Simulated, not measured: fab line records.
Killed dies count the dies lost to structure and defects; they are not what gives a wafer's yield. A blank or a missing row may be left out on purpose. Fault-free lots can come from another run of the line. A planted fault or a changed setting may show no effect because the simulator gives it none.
Which of the tools did it? / flow n5 finfet / 11 lots with 33 wafers sampled at 2 steps, on a route of 1938 steps

WHAT THE GAUGES SHOWED, per wafer
N5_BEOL_M12_INSPECT_55: inspects for defects (darkfield).
lot=L917; measured=day 10 20:02; on=defect inspect-01; raw defect count=57 133 68
lot=L919; measured=day 11 15:53; on=defect inspect-01; raw defect count=41 48 34
lot=L920; measured=day 11 16:12; on=defect inspect-01; raw defect count=56 75 108
lot=L918; measured=day 12 01:34; on=defect inspect-01; raw defect count=56 28 85
lot=L923; measured=day 13 06:05; on=defect inspect-01; raw defect count=874 902 890
lot=L925; measured=day 13 11:37; on=defect inspect-02; raw defect count=842 865 843
lot=L922; measured=day 13 12:28; on=defect inspect-01; raw defect count=862 867 907
lot=L933; measured=day 15 05:55; on=defect inspect-01; raw defect count=102 76 57
lot=L936; measured=day 16 12:31; on=defect inspect-02; raw defect count=29 55 40
lot=L938; measured=day 17 03:29; on=defect inspect-01; raw defect count=50 60 63
lot=L939; measured=day 17 09:28; on=defect inspect-01; raw defect count=61 122 88

WHAT TOOL EACH LOT RAN ON (gives the tool, then ch and the chambers of the sampled wafers, and finally the start)
lot=L917; N5_BEOL_M12_PRE_CLEAN_52=pecvd-01 ch 0,1,2, day 10 19:55
lot=L919; N5_BEOL_M12_PRE_CLEAN_52=pecvd-01 ch 0,1,2, day 11 15:46
lot=L920; N5_BEOL_M12_PRE_CLEAN_52=pecvd-02 ch 0,1, day 11 16:05
lot=L918; N5_BEOL_M12_PRE_CLEAN_52=pecvd-01 ch 0,1,2, day 12 01:27
lot=L923; N5_BEOL_M12_PRE_CLEAN_52=pecvd-01 ch 0,1, day 13 05:59
lot=L925; N5_BEOL_M12_PRE_CLEAN_52=pecvd-01 ch 0,1, day 13 11:29
lot=L922; N5_BEOL_M12_PRE_CLEAN_52=pecvd-01 ch 0,1,2, day 13 12:21
lot=L933; N5_BEOL_M12_PRE_CLEAN_52=pecvd-02 ch 1,2, day 15 05:48
lot=L936; N5_BEOL_M12_PRE_CLEAN_52=pecvd-01 ch 0,1,2, day 16 12:24
lot=L938; N5_BEOL_M12_PRE_CLEAN_52=pecvd-01 ch 0,1,2, day 17 03:23
lot=L939; N5_BEOL_M12_PRE_CLEAN_52=pecvd-01 ch 0,2, day 17 09:21
- N5_BEOL_M12_PRE_CLEAN_52: time 15 s.

THE ANSWER, worked out from the rows above alone
Rule: usual is defined by the lots themselves. The widest of any qualifying gaps counts: lots, ordered by their means at a reading, are off when they make up no more than a third of the lots, leave a main group of 4 or more, and stand apart from it by 3 or more times the standard deviation of that group's means. A main group whose means are all the same, to the digits that the tables above print for the reading, isn't used. Also off: a lot with no number at a reading for which 4 or more lots have one. Any other lot the step has rows for is counted as sound.
Off: L923, L925, L922 (N5_BEOL_M12_INSPECT_55, raw defect count). Mean 66 and standard deviation 18 in the main group.
If a tool, at a process step before that reading, ran all the lots that are off and no sound lot after the first of them, it fits. The gauges at N5_BEOL_M12_INSPECT_55 are tried like those tools. Of those tried, none fits.

WHAT WAS PUT IN BY THE SIMULATOR
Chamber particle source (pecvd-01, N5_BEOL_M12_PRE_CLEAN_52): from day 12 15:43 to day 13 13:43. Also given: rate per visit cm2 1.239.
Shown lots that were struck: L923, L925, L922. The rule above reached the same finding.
